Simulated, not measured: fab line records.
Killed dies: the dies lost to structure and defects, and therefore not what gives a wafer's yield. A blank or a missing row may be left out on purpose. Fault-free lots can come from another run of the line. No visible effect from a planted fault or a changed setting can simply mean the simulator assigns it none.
fab line records | flow nandHarc | part 1 of 2: steps 1 to 28 of 36
record: lots: 5 | wafers: 15 | lastDay: 24
route steps=1159 shown P_CONTACT@238 P_M0@253
lots untouched by any fault: they come from a run of this same line in which no faults occurred
startH: hours from the record's opening day to when the first of the lot's shown wafers began | waitH: hours since the lot's step before | " as in the row above | L1.1+2: several wafers, shown together as one row | - value missing, or start not given | * or withheld: withheld | < > ~ a bound
route shown NAME@n: NAME is a module with steps in the file, n the number in the route of the first one | usual: average and standard deviation across the fault-free wafers | same: alike in all rows | chamber/n: place in a boat | sites: each site's reading | _std_site: standard deviation across them | _edge_site: outer sites' mean less inner sites' | radiusMm: how far each site lies from the wafer's centre | mask NAME#n: copy n | behind: the last tool/chamber to shape the wafer | hold: reason for holding the lot/hours on hold/outcome of the hold | device: which transistor (n, p or np) failed to switch | end of line: tests of these same wafers at the route's end | a step without rows: its recipe alone | killed: count of dies lost to structure and defects at first sort (not the wafer's yield) | map: a wafer's dies, marking killed ones x, the rest . and places with no die _
set.NAME: the setting the step ran with; set.NAME@STEP: the setting that earlier step ran with | model.NAME: the simulator's own value behind a step, which no gauge read
certain route steps with their lots: each step a table, each wafer a row
services: when a tool's chamber went out of use (startH, in hours from the record's first day, below 0 if earlier), for how many hours, and the reason
== steps ==
step: NHARC_P_CONTACT_ETCH_18
recipe: targetDepthA: 4810 | timeS: 240.5 | c4f8FlowSccm: 20 | o2FlowSccm: 10 | arFlowSccm: withheld | rfW: 600 | biasW: 1500 | chemistry: C4F8/O2/Ar
usual: oesProductAu: 0.961/0.021 | rfVppV: 979/5.2
lot.wafer | tool       | chamber | startH | waitH | oesProductAu | rfHoursCounterH | rfVppV
L076.2    | rieDiel-10 | 0       | -      | -     | 0.967        | 13              | 971
L076.4    | "          | 2       | "      | "     | 0.924        | 12              | 977
L076.5    | "          | 0       | "      | "     | 0.962        | -               | 971
L082.2    | rieDiel-10 | 0       | -      | -     | 0.953        | 15              | 971
L082.6    | "          | 3       | "      | "     | 0.930        | -               | 980
L082.5    | "          | 0       | "      | "     | 0.952        | -               | 971
L087.1    | rieDiel-02 | 0       | -      | -     | 0.974        | 3               | 986
L087.6    | "          | 3       | "      | "     | 0.989        | -               | 979
L087.5    | "          | 0       | "      | "     | 0.965        | -               | 986
L091.4    | rieDiel-10 | 2       | -      | -     | 0.965        | 3               | 976
L091.2    | "          | 3       | "      | "     | 0.943        | 2               | 979
L091.6    | "          | 2       | "      | "     | 0.958        | -               | 976
L096.4    | rieDiel-02 | 0       | -      | -     | 0.976        | 8               | 987
L096.2    | "          | 1       | "      | "     | 0.957        | 8               | 973
L096.3    | "          | 2       | "      | "     | 0.921        | 8               | 987
step: NHARC_P_CONTACT_STRIP_37
recipe: c4f8FlowSccm: withheld | o2FlowSccm: 8 | arFlowSccm: withheld | biasW: 0 | chemistry: C4F8/O2/Ar
lot.wafer  | tool       | chamber | startH | waitH
L076.2+4+5 | rieDiel-10 | 1,3,2   | -      | -
L082.2+6+5 | rieDiel-10 | 3,3,0   | -      | -
L087.1+5+6 | rieDiel-02 | 0,1,2   | -      | -
L091.4+2+6 | rieDiel-10 | 2,0,3   | -      | -
L096.3+2+4 | rieDiel-02 | 0,1,2   | -      | -
step: NHARC_P_CONTACT_ETCH_31
recipe: targetDepthA: 300 | timeS: 85.7 | ionEnergyEv: 120 | overEtchFrac: 1 | ch3fFlowSccm: 50 | o2FlowSccm: 30 | arFlowSccm: 200 | rfW: 500 | biasW: 100 | chemistry: CH3F/O2
usual: drypumpMotorCurrentA: 5.7/0.48 | oesProductAu: 0.981/0.017 | rfVppV: 244.6/1.5 | showerheadPlenumPTorr: 2.48/0.088 | throttleValvePct: 20.663/0.009
lot.wafer | tool       | chamber | startH | waitH | drypumpMotorCurrentA | oesProductAu | rfHoursCounterH | rfVppV | showerheadPlenumPTorr | throttleValvePct
L076.4    | rieDiel-10 | 2       | -      | -     | 4.9                  | 0.947        | 12              | 243.3  | 2.41                  | 20.666
L076.2    | "          | 3       | "      | "     | 5.4                  | 0.954        | 13              | 245.2  | 2.50                  | 20.645
L076.5    | "          | 2       | "      | "     | 5.0                  | 0.961        | -               | 242.5  | 2.41                  | 20.670
L082.2    | rieDiel-10 | 3       | -      | -     | 5.4                  | 0.964        | 15              | 244.7  | 2.50                  | 20.664
L082.6    | "          | 0       | "      | "     | 5.7                  | 0.988        | -               | 241.7  | 2.32                  | 20.686
L082.5    | "          | 1       | "      | "     | 5.6                  | 0.946        | -               | 244.5  | 2.48                  | 20.655
L087.1    | rieDiel-02 | 0       | -      | -     | 5.9                  | 0.997        | 3               | 246.7  | 2.60                  | 20.668
L087.5    | "          | 2       | "      | "     | 5.9                  | 0.973        | -               | 246.2  | 2.62                  | 20.658
L087.6    | "          | 3       | "      | "     | 5.8                  | 0.994        | -               | 244.8  | 2.48                  | 20.669
L091.4    | rieDiel-10 | 1       | -      | -     | 5.6                  | 0.964        | 2               | 245.3  | 2.48                  | 20.658
L091.2    | "          | 0       | "      | "     | 5.7                  | 0.976        | 3               | 242.5  | 2.32                  | 20.658
L091.6    | "          | 2       | "      | "     | 4.9                  | 0.994        | -               | 242.3  | 2.41                  | 20.680
L096.4    | rieDiel-02 | 2       | -      | -     | 5.9                  | 0.958        | 8               | 245.6  | 2.62                  | 20.654
L096.3    | "          | 3       | "      | "     | 5.8                  | 0.980        | 8               | 244.0  | 2.48                  | 20.645
L096.2    | "          | 1       | "      | "     | 6.5                  | 0.963        | 8               | 244.1  | 2.39                  | 20.667
step: NHARC_P_CONTACT_CD_MEAS_19
usual: cdNm: 90.0/1.7
lot.wafer | tool     | chamber | startH | waitH | cdNm
L076.2    | cdSem-02 | -       | 133.49 | -     | 92.1
L076.4    | "        | -       | "      | "     | 90.5
L076.5    | "        | -       | "      | "     | 89.7
L082.2    | cdSem-03 | -       | 158.40 | -     | 90.5
L082.5    | "        | -       | "      | "     | 95.6
L082.6    | "        | -       | "      | "     | 91.5
L087.1    | cdSem-03 | -       | 188.32 | -     | 89.5
L087.5    | "        | -       | "      | "     | 89.0
L087.6    | "        | -       | "      | "     | 91.1
L091.2    | cdSem-03 | -       | 213.57 | -     | 90.8
L091.4    | "        | -       | "      | "     | 89.4
L091.6    | "        | -       | "      | "     | 90.4
L096.2    | cdSem-03 | -       | 240.98 | -     | 91.6
L096.3    | "        | -       | "      | "     | 91.1
L096.4    | "        | -       | "      | "     | 93.5
step: NHARC_P_CONTACT_STRIP_28
recipe: o2FlowSccm: 500 | arFlowSccm: 0 | biasW: 0 | chemistry: O2
usual: drypumpMotorCurrentA: 5.7/0.43 | oesProductAu: 1.002/0.015 | rfVppV: 57.8/0.91 | showerheadPlenumPTorr: 3.54/0.12 | throttleValvePct: 17.037/0.0096
lot.wafer | tool       | chamber | startH | waitH | drypumpMotorCurrentA | oesProductAu | rfHoursCounterH | rfVppV | showerheadPlenumPTorr | throttleValvePct
L076.4    | rieDiel-10 | 3       | 133.57 | 0.1   | 5.4                  | 0.982        | 13              | 58.2   | 3.58                  | 17.043
L076.2    | "          | 2       | "      | "     | 5.0                  | 0.993        | 12              | 57.8   | 3.46                  | 17.047
L076.5    | "          | 3       | "      | "     | 5.4                  | 0.985        | -               | 58.2   | 3.59                  | 17.047
L082.2    | rieDiel-10 | 0       | 158.47 | 0.1   | 5.7                  | 1.023        | 15              | 57.6   | 3.34                  | 17.048
L082.5    | "          | 0       | "      | "     | 5.7                  | 1.023        | -               | 56.2   | 3.34                  | 17.038
L082.6    | "          | 1       | "      | "     | 5.6                  | 1.003        | -               | 57.8   | 3.55                  | 17.049
L087.1    | rieDiel-10 | 0       | 188.43 | 0.1   | 5.7                  | 0.998        | 1               | 56.2   | 3.34                  | 17.043
L087.6    | "          | 2       | "      | "     | 5.0                  | 1.007        | -               | 56.2   | 3.46                  | 17.043
L087.5    | "          | 3       | "      | "     | 5.5                  | 1.009        | -               | 58.1   | 3.58                  | 17.047
L091.4    | rieDiel-02 | 1       | 213.64 | 0.1   | 6.5                  | 0.981        | 6               | 56.1   | 3.44                  | 17.034
L091.2    | "          | 3       | "      | "     | 5.8                  | 1.013        | 5               | 58.2   | 3.56                  | 17.033
L091.6    | "          | 2       | "      | "     | 5.9                  | 0.983        | -               | 58.7   | 3.75                  | 17.033
L096.2    | rieDiel-10 | 1       | 241.05 | 0.1   | 5.7                  | 1.002        | 5               | 57.3   | 3.55                  | 17.037
L096.4    | "          | 2       | "      | "     | 5.0                  | 1.001        | 6               | 57.8   | 3.46                  | 17.051
L096.3    | "          | 3       | "      | "     | 5.5                  | 1.001        | 6               | 58.9   | 3.58                  | 17.026
step: NHARC_P_CONTACT_STRIP_29
recipe: timeS: 1200 | tempC: 72.5 | chemistry: postEtchResidueRemover
lot.wafer  | tool        | chamber | startH | waitH
L076.2+4+5 | wetBench-01 | 1,2,4   | 133.75 | -
L082.6+2+5 | wetBench-07 | 2,6,7   | 158.66 | -
L087.6+5+1 | wetBench-01 | 3,4,5   | 188.61 | -
L091.4+2+6 | wetBench-07 | 0,1,3   | 213.84 | -
L096.4+3+2 | wetBench-07 | 4,5,6   | 241.27 | -
step: NHARC_P_CONTACT_DEGAS_38
recipe: tempC: 300 | timeS: 60
usual: heaterPowerW: 486/63
lot.wafer | tool          | chamber | startH | waitH | heaterPowerW
L076.2    | pvdSputter-02 | -       | 134.23 | -     | 381
L076.4    | "             | -       | "      | "     | 529
L076.5    | "             | -       | "      | "     | 547
L082.2    | pvdSputter-02 | -       | 159.11 | -     | 393
L082.5    | "             | -       | "      | "     | 384
L082.6    | "             | -       | "      | "     | 557
L087.1    | pvdSputter-02 | -       | 189.06 | -     | 541
L087.6    | "             | -       | "      | "     | 392
L087.5    | "             | -       | "      | "     | 546
L091.2    | pvdSputter-03 | -       | 214.35 | -     | 488
L091.4    | "             | -       | "      | "     | 559
L091.6    | "             | -       | "      | "     | 487
L096.3    | pvdSputter-02 | -       | 241.75 | -     | 503
L096.4    | "             | -       | "      | "     | 529
L096.2    | "             | -       | "      | "     | 392
step: NHARC_P_CONTACT_PRE_CLEAN_39
recipe: timeS: 19.5 | biasV: 250 | gas: Ar
lot.wafer  | tool          | chamber | startH | waitH
L076.2+4+5 | pvdSputter-02 | -       | -      | -
L082.2+6+5 | pvdSputter-02 | -       | -      | -
L087.1+5+6 | pvdSputter-02 | -       | -      | -
L091.4+2+6 | pvdSputter-03 | -       | -      | -
L096.4+2+3 | pvdSputter-02 | -       | -      | -
step: NHARC_P_CONTACT_PVD_32
recipe: targetThkA: 50 | chamberPressurePa: 5 | powerW: 5000 | substrateTempC: 200 | timeS: 17.7 | material: Ti
usual: cathodeDcPowerW: 5000.0/0.9 | substrateTempC: 200.01/0.17 | throttleValvePct: 30.3/1.2
lot.wafer | tool          | chamber | startH | waitH | cathodeDcPowerW | substrateTempC | throttleValvePct
L076.4    | pvdSputter-02 | -       | -      | -     | 5000.0          | 200.17         | 31.5
L076.2    | "             | -       | "      | "     | 5002.0          | 199.83         | 27.9
L076.5    | "             | -       | "      | "     | 4999.9          | 199.78         | 27.7
L082.2    | pvdSputter-02 | -       | -      | -     | 5000.7          | 200.03         | 29.0
L082.6    | "             | -       | "      | "     | 4999.4          | 199.96         | 29.2
L082.5    | "             | -       | "      | "     | 5000.0          | 200.05         | 31.5
L087.1    | pvdSputter-02 | -       | -      | -     | 4998.9          | 200.03         | 31.6
L087.5    | "             | -       | "      | "     | 4998.2          | 200.04         | 27.9
L087.6    | "             | -       | "      | "     | 5000.3          | 199.97         | 29.3
L091.2    | pvdSputter-03 | -       | -      | -     | 4998.6          | 200.08         | 31.7
L091.4    | "             | -       | "      | "     | 5000.0          | 200.48         | 30.0
L091.6    | "             | -       | "      | "     | 4998.2          | 200.18         | 31.9
L096.3    | pvdSputter-02 | -       | -      | -     | 5000.3          | 199.93         | 28.0
L096.4    | "             | -       | "      | "     | 5000.3          | 200.00         | 30.5
L096.2    | "             | -       | "      | "     | 4999.2          | 200.02         | 31.9
step: NHARC_P_CONTACT_ALD_22
recipe: targetThkA: 30 | pulseTimeS: 1 | aldCycles: 150 | tempC: 450 | material: TiN
usual: heaterPowerW: 1095/95 | precursorPulseHeightRel: 1.000/0.022
same: pulseTimeS: 1
lot.wafer | tool        | chamber | startH | waitH | heaterPowerW | precursorPulseHeightRel
L076.4    | aldMetal-01 | 1       | 134.53 | -     | 1217         | 1.003
L076.2    | "           | 0       | "      | "     | 943          | 0.969
L076.5    | "           | 1       | "      | "     | 1237         | 1.014
L082.2    | aldMetal-01 | 1       | 159.41 | -     | 1213         | 0.995
L082.6    | "           | 2       | "      | "     | 1209         | 0.985
L082.5    | "           | 3       | "      | "     | 1158         | 1.012
L087.1    | aldMetal-04 | 3       | 189.34 | -     | 1004         | 0.994
L087.5    | "           | 0       | "      | "     | 1071         | 1.035
L087.6    | "           | 1       | "      | "     | 1015         | 0.991
L091.2    | aldMetal-01 | 1       | 214.59 | -     | 1253         | 1.003
L091.4    | "           | 3       | "      | "     | 1129         | 0.986
L091.6    | "           | 2       | "      | "     | 1205         | 0.991
L096.3    | aldMetal-04 | 1       | 242.04 | -     | 1048         | 1.013
L096.2    | "           | 3       | "      | "     | 1048         | 1.014
L096.4    | "           | 0       | "      | "     | 1054         | 1.013
step: NHARC_P_CONTACT_CVD_23
recipe: targetThkA: 2000 | tempC: 300 | pressureTorr: 40 | wf6FlowSccm: 40 | h2FlowSccm: 1600 | arFlowSccm: 1560 | timeS: 557 | material: W
usual: heaterPowerW: 446/27 | throttleValvePct: 8.0/0.36
lot.wafer | tool    | chamber | startH | waitH | heaterPowerW | throttleValvePct
L076.2    | cvdW-02 | 1       | -      | -     | 419          | 7.8
L076.4    | "       | 1       | "      | "     | 417          | 7.9
L076.5    | "       | 1       | "      | "     | 416          | 7.8
L082.2    | cvdW-01 | 0       | -      | -     | 471          | 8.5
L082.6    | "       | 0       | "      | "     | 477          | 8.4
L082.5    | "       | 1       | "      | "     | 426          | 7.7
L087.1    | cvdW-02 | 1       | -      | -     | 428          | 8.1
L087.5    | "       | 1       | "      | "     | 423          | 7.8
L087.6    | "       | 0       | "      | "     | 475          | 8.0
L091.2    | cvdW-02 | 1       | -      | -     | 396          | 7.3
L091.4    | "       | 0       | "      | "     | 482          | 7.9
L091.6    | "       | 0       | "      | "     | 478          | 7.9
L096.2    | cvdW-02 | 0       | -      | -     | 458          | 8.0
L096.3    | "       | 0       | "      | "     | 468          | 8.1
L096.4    | "       | 1       | "      | "     | 409          | 7.4
step: NHARC_P_CONTACT_CMP_24
recipe: tOverpolishS: 30 | targetThkNm: 200
usual: motorCurrentA: 11.7/0.8 | overpolishRunS: 30.000/0.0093 | timeToEndpointS: 38.5/2.9
lot.wafer | tool   | chamber | startH | waitH | motorCurrentA | overpolishRunS | timeToEndpointS
L076.2    | cmp-01 | 2       | 135.44 | 0.6   | 11.9          | 30.001         | 37.0
L076.4    | "      | 3       | "      | "     | 10.9          | 29.999         | 42.6
L076.5    | "      | 0       | "      | "     | 12.1          | 30.005         | 39.0
L082.2    | cmp-02 | 0       | 167.15 | 0.6   | 13.2          | 30.003         | 41.7
L082.6    | "      | 2       | "      | "     | 12.2          | 30.004         | 42.6
L082.5    | "      | 3       | "      | "     | 13.2          | 29.993         | 37.7
L087.1    | cmp-02 | 3       | 194.02 | 0.6   | 12.8          | 30.003         | 36.7
L087.6    | "      | 3       | "      | "     | 12.1          | 30.003         | 36.3
L087.5    | "      | 0       | "      | "     | 12.2          | 29.988         | 43.0
L091.4    | cmp-01 | 2       | 216.63 | 0.3   | 12.4          | 29.997         | 35.1
L091.2    | "      | 0       | "      | "     | 11.7          | 29.989         | 37.0
L091.6    | "      | 2       | "      | "     | 11.8          | 30.002         | 35.7
L096.4    | cmp-03 | 1       | 242.90 | 0.3   | 11.3          | 29.996         | 37.5
L096.2    | "      | 2       | "      | "     | 11.9          | 30.010         | 42.2
L096.3    | "      | 3       | "      | "     | 12.2          | 30.013         | 36.2
step: NHARC_P_CONTACT_SRD_26
lot.wafer  | tool        | chamber | startH | waitH
L076.4+2+5 | wetBench-02 | 4,6,0   | 135.71 | 0.0
L082.5+2+6 | wetBench-07 | 3,5,6   | 167.43 | 0.0
L087.6+1+5 | wetBench-02 | 0,3,4   | 194.34 | 0.0
L091.6+2+4 | wetBench-07 | 1,2,3   | 216.97 | 0.0
L096.2+4+3 | wetBench-01 | 3,5,6   | 243.24 | 0.1
step: NHARC_P_CONTACT_INSPECT_27
usual: rawDefectCount: 301/120
lot.wafer | tool             | chamber | startH | waitH | rawDefectCount
L076.2    | defectInspect-01 | -       | 135.80 | 0.1   | 287
L076.4    | "                | -       | "      | "     | 212
L076.5    | "                | -       | "      | "     | 166
L082.2    | defectInspect-02 | -       | 167.51 | 0.1   | 637
L082.5    | "                | -       | "      | "     | 696
L082.6    | "                | -       | "      | "     | 636
L087.1    | defectInspect-02 | -       | 194.42 | 0.1   | 298
L087.5    | "                | -       | "      | "     | 197
L087.6    | "                | -       | "      | "     | 362
L091.2    | defectInspect-01 | -       | 217.07 | 0.1   | 332
L091.4    | "                | -       | "      | "     | 158
L091.6    | "                | -       | "      | "     | 351
L096.2    | defectInspect-02 | -       | 243.32 | 0.1   | 378
L096.3    | "                | -       | "      | "     | 253
L096.4    | "                | -       | "      | "     | 491
step: NHARC_P_M0_DEP_00
recipe: targetThkA: 1500 | targetThkNm: 150 | tempC: withheld | pressureTorr: 5 | flowSccm: 200 | rfW: 600 | material: SiOC
lot.wafer  | tool     | chamber | startH | waitH
L076.2+4+5 | pecvd-04 | 1,2,0   | 135.96 | 0.2
L082.2+5+6 | pecvd-04 | 1,2,0   | 167.67 | 0.2
L087.1+5+6 | pecvd-02 | 1,1,2   | 194.53 | 0.1
L091.2+4+6 | pecvd-04 | 0,1,2   | 217.22 | 0.2
L096.3+2+4 | pecvd-04 | 1,0,2   | 243.47 | 0.2
step: NHARC_P_M0_DEHYDRATE_01
recipe: tempC: 150 | timeS: 120
lot.wafer  | tool          | chamber | startH | waitH
L076.2+4+5 | lithoTrack-04 | 0       | 136.28 | -
L082.2+5+6 | lithoTrack-01 | 0       | 167.98 | -
L087.1+5+6 | lithoTrack-01 | 0       | 194.90 | -
L091.2+4+6 | lithoTrack-04 | 0       | 217.54 | -
L096.2+3+4 | lithoTrack-01 | 0       | 243.87 | -
step: NHARC_P_M0_HMDS_02
recipe: timeS: 30
lot.wafer  | tool          | chamber | startH | waitH
L076.2+4+5 | lithoTrack-04 | 0       | -      | -
L082.2+5+6 | lithoTrack-01 | 0       | -      | -
L087.1+5+6 | lithoTrack-01 | 0       | -      | -
L091.2+4+6 | lithoTrack-04 | 0       | -      | -
L096.2+3+4 | lithoTrack-01 | 0       | -      | -
step: NHARC_P_M0_COAT_33
recipe: tempC: 200 | timeS: 65
lot.wafer  | tool          | chamber | startH | waitH
L076.2+4+5 | lithoTrack-04 | 0       | -      | -
L082.2+5+6 | lithoTrack-01 | 0       | -      | -
L087.1+5+6 | lithoTrack-01 | 0       | -      | -
L091.2+4+6 | lithoTrack-04 | 0       | -      | -
L096.2+3+4 | lithoTrack-01 | 0       | -      | -
step: NHARC_P_M0_COAT_03
recipe: spinRpm: 1500 | resistThkNm: 90
usual: dispensePressureKPa: 44.2/2.7
lot.wafer | tool          | chamber | startH | waitH | dispensePressureKPa
L076.2    | lithoTrack-04 | 0       | -      | -     | 41.5
L076.4    | "             | 0       | "      | "     | 41.5
L076.5    | "             | 0       | "      | "     | 41.6
L082.2    | lithoTrack-01 | 0       | -      | -     | 48.1
L082.5    | "             | 0       | "      | "     | 48.1
L082.6    | "             | 0       | "      | "     | 48.1
L087.1    | lithoTrack-01 | 0       | -      | -     | 48.0
L087.5    | "             | 0       | "      | "     | 48.1
L087.6    | "             | 0       | "      | "     | 48.1
L091.2    | lithoTrack-04 | 0       | -      | -     | 41.5
L091.4    | "             | 0       | "      | "     | 41.5
L091.6    | "             | 0       | "      | "     | 41.5
L096.2    | lithoTrack-01 | 0       | -      | -     | 48.1
L096.3    | "             | 0       | "      | "     | 48.1
L096.4    | "             | 0       | "      | "     | 48.1
step: NHARC_P_M0_SOFTBAKE_04
recipe: tempC: 105 | timeS: 55
lot.wafer  | tool          | chamber | startH | waitH
L076.2+4+5 | lithoTrack-04 | 0       | -      | -
L082.2+5+6 | lithoTrack-01 | 0       | -      | -
L087.1+5+6 | lithoTrack-01 | 0       | -      | -
L091.2+4+6 | lithoTrack-04 | 0       | -      | -
L096.2+3+4 | lithoTrack-01 | 0       | -      | -
step: NHARC_P_M0_EBR_05
lot.wafer  | tool          | chamber | startH | waitH
L076.2+4+5 | lithoTrack-04 | 0       | -      | -
L082.2+5+6 | lithoTrack-01 | 0       | -      | -
L087.1+5+6 | lithoTrack-01 | 0       | -      | -
L091.2+4+6 | lithoTrack-04 | 0       | -      | -
L096.2+3+4 | lithoTrack-01 | 0       | -      | -
step: NHARC_P_M0_EXPOSE_06
recipe: na: 1.35 | targetCdNm: 90 | doseMj: 81.28 | maskId: P_M0
usual: reticleTempC: 23.01/0.11
lot.wafer | tool           | chamber | startH | waitH | mask   | reticleTempC
L076.2    | arfiScanner-03 | 0       | 136.45 | -     | P_M0#0 | 23.08
L076.4    | "              | 0       | "      | "     | P_M0#0 | 23.11
L076.5    | "              | 0       | "      | "     | P_M0#0 | 23.15
L082.2    | arfiScanner-02 | 0       | 168.28 | -     | P_M0#0 | 22.83
L082.5    | "              | 0       | "      | "     | P_M0#0 | 22.98
L082.6    | "              | 0       | "      | "     | P_M0#0 | 22.88
L087.1    | arfiScanner-02 | 0       | 195.18 | -     | P_M0#0 | 23.08
L087.5    | "              | 0       | "      | "     | P_M0#0 | 22.97
L087.6    | "              | 0       | "      | "     | P_M0#0 | 23.03
L091.2    | arfiScanner-03 | 0       | 217.71 | -     | P_M0#0 | 23.05
L091.4    | "              | 0       | "      | "     | P_M0#0 | 23.06
L091.6    | "              | 0       | "      | "     | P_M0#0 | 22.99
L096.2    | arfiScanner-02 | 0       | 244.04 | -     | P_M0#0 | 22.81
L096.3    | "              | 0       | "      | "     | P_M0#0 | 22.92
L096.4    | "              | 0       | "      | "     | P_M0#0 | 22.80
step: NHARC_P_M0_PEB_07
recipe: pebTempC: 100 | pebTimeS: 65
lot.wafer  | tool          | chamber | startH | waitH
L076.2+4+5 | lithoTrack-01 | 0       | 136.50 | 0.1
L082.2+5+6 | lithoTrack-01 | 0       | 168.34 | 0.1
L087.1+5+6 | lithoTrack-06 | 0       | 195.24 | 0.1
L091.2+4+6 | lithoTrack-01 | 0       | 217.77 | 0.1
L096.2+3+4 | lithoTrack-01 | 0       | 244.10 | 0.1
step: NHARC_P_M0_DEVELOP_08
recipe: developTimeS: 35 | devTempC: 23
lot.wafer  | tool          | chamber | startH | waitH
L076.2+4+5 | lithoTrack-01 | 0       | -      | -
L082.2+5+6 | lithoTrack-01 | 0       | -      | -
L087.1+5+6 | lithoTrack-06 | 0       | -      | -
L091.2+4+6 | lithoTrack-01 | 0       | -      | -
L096.2+3+4 | lithoTrack-01 | 0       | -      | -
step: NHARC_P_M0_CD_MEAS_09
recipe: targetCdNm: 90 | landingEnergyEv: 500
usual: cdNm: 90.1/0.55
lot.wafer | tool     | chamber | startH | waitH | cdNm
L076.2    | cdSem-01 | 0       | 136.58 | -     | 91.0
L076.4    | "        | 0       | "      | "     | 90.6
L076.5    | "        | 0       | "      | "     | 89.5
L082.2    | cdSem-02 | 0       | 168.42 | -     | 90.8
L082.5    | "        | 0       | "      | "     | 91.7
L082.6    | "        | 0       | "      | "     | 91.0
L087.1    | cdSem-02 | 0       | 195.32 | -     | 90.2
L087.5    | "        | 0       | "      | "     | 90.1
L087.6    | "        | 0       | "      | "     | 90.0
L091.2    | cdSem-03 | 0       | 217.85 | -     | 89.4
L091.4    | "        | 0       | "      | "     | 89.5
L091.6    | "        | 0       | "      | "     | 89.9
L096.2    | cdSem-01 | 0       | 244.18 | -     | 90.2
L096.3    | "        | 0       | "      | "     | 90.9
L096.4    | "        | 0       | "      | "     | 89.7
step: NHARC_P_M0_OVL_MEAS_10
recipe: pitchNm: 180
usual: overlayXNm: 0.2/0.78 | overlayYNm: -0.1/1
lot.wafer | tool       | chamber | startH | waitH | overlayXNm | overlayYNm
L076.2    | overlay-01 | -       | 136.67 | -     | 1.0        | -1.0
L076.4    | "          | -       | "      | "     | 0.8        | -0.8
L076.5    | "          | -       | "      | "     | 0.2        | -1.4
L082.2    | overlay-01 | -       | 168.50 | -     | -1.1       | 0.6
L082.5    | "          | -       | "      | "     | -0.4       | 0.2
L082.6    | "          | -       | "      | "     | -1.0       | 0.2
L087.1    | overlay-02 | -       | 195.41 | -     | 0.0        | 1.3
L087.5    | "          | -       | "      | "     | 0.2        | 1.4
L087.6    | "          | -       | "      | "     | 0.3        | 1.3
L091.2    | overlay-01 | -       | 217.94 | -     | -0.4       | 1.6
L091.4    | "          | -       | "      | "     | -0.2       | 0.7
L091.6    | "          | -       | "      | "     | 0.0        | 1.0
L096.2    | overlay-02 | -       | 244.27 | -     | 0.8        | 1.7
L096.3    | "          | -       | "      | "     | 0.4        | 1.6
L096.4    | "          | -       | "      | "     | 0.3        | 1.7
step: NHARC_P_M0_INSPECT_11
usual: rawDefectCount: 3.8/2.2
lot.wafer | tool             | chamber | startH | waitH | rawDefectCount
L076.2    | defectInspect-02 | -       | 136.71 | 0.0   | 3
L076.4    | "                | -       | "      | "     | 5
L076.5    | "                | -       | "      | "     | 2
L082.2    | defectInspect-01 | -       | 168.54 | 0.0   | 7
L082.5    | "                | -       | "      | "     | 7
L082.6    | "                | -       | "      | "     | 8
L087.1    | defectInspect-01 | -       | 195.45 | 0.0   | 6
L087.5    | "                | -       | "      | "     | 4
L087.6    | "                | -       | "      | "     | 1
L091.2    | defectInspect-02 | -       | 217.98 | 0.0   | 5
L091.4    | "                | -       | "      | "     | 5
L091.6    | "                | -       | "      | "     | 2
L096.2    | defectInspect-02 | -       | 244.30 | 0.0   | 5
L096.3    | "                | -       | "      | "     | 2
L096.4    | "                | -       | "      | "     | 3
step: NHARC_P_M0_DESCUM_14
recipe: timeS: 3 | o2FlowSccm: 200 | arFlowSccm: 0 | biasPowerW: 0 | chemistry: O2
usual: drypumpMotorCurrentA: 5.62/0.28 | oesProductAu: 0.996/0.017 | rfVppV: 57.9/0.92 | showerheadPlenumPTorr: 1.93/0.094 | throttleValvePct: 11.311/0.0092
lot.wafer | tool       | chamber | startH | waitH | drypumpMotorCurrentA | oesProductAu | rfHoursCounterH | rfVppV | showerheadPlenumPTorr | throttleValvePct
L076.4    | rieDiel-01 | 3       | 136.78 | 0.1   | 5.80                 | 0.992        | 12              | 58.4   | 1.91                  | 11.311
L076.2    | "          | 1       | "      | "     | 5.40                 | 0.993        | 9               | 57.5   | 1.96                  | 11.311
L076.5    | "          | 2       | "      | "     | 6.02                 | 0.972        | -               | 59.6   | 2.03                  | 11.326
L082.2    | rieDiel-01 | 0       | 168.62 | 0.1   | 6.08                 | 1.009        | 2               | 59.0   | 2.00                  | 11.307
L082.5    | "          | 2       | "      | "     | 5.99                 | 0.982        | -               | 59.6   | 2.03                  | 11.313
L082.6    | "          | 3       | "      | "     | 5.85                 | 1.000        | -               | 58.1   | 1.91                  | 11.315
L087.1    | rieDiel-12 | 2       | 195.51 | 0.1   | 5.52                 | 1.000        | 11              | 57.4   | 1.86                  | 11.310
L087.6    | "          | 2       | "      | "     | 5.53                 | 0.980        | -               | 57.0   | 1.86                  | 11.323
L087.5    | "          | 3       | "      | "     | 5.12                 | 0.984        | -               | 56.7   | 1.78                  | 11.300
L091.4    | rieDiel-12 | 3       | 218.04 | 0.1   | 5.12                 | 1.005        | 0               | 57.9   | 1.78                  | 11.318
L091.2    | "          | 0       | "      | "     | 5.92                 | 1.022        | 0               | 57.7   | 1.93                  | 11.317
L091.6    | "          | 3       | "      | "     | 5.13                 | 0.999        | -               | 56.3   | 1.78                  | 11.316
L096.4    | rieDiel-09 | 3       | 244.38 | 0.1   | 5.32                 | 0.997        | 10              | 58.1   | 2.06                  | 11.319
L096.2    | "          | 0       | "      | "     | 5.84                 | 1.032        | 11              | 57.8   | 2.06                  | 11.311
L096.3    | "          | 2       | "      | "     | 5.74                 | 1.002        | 11              | 57.6   | 1.86                  | 11.312
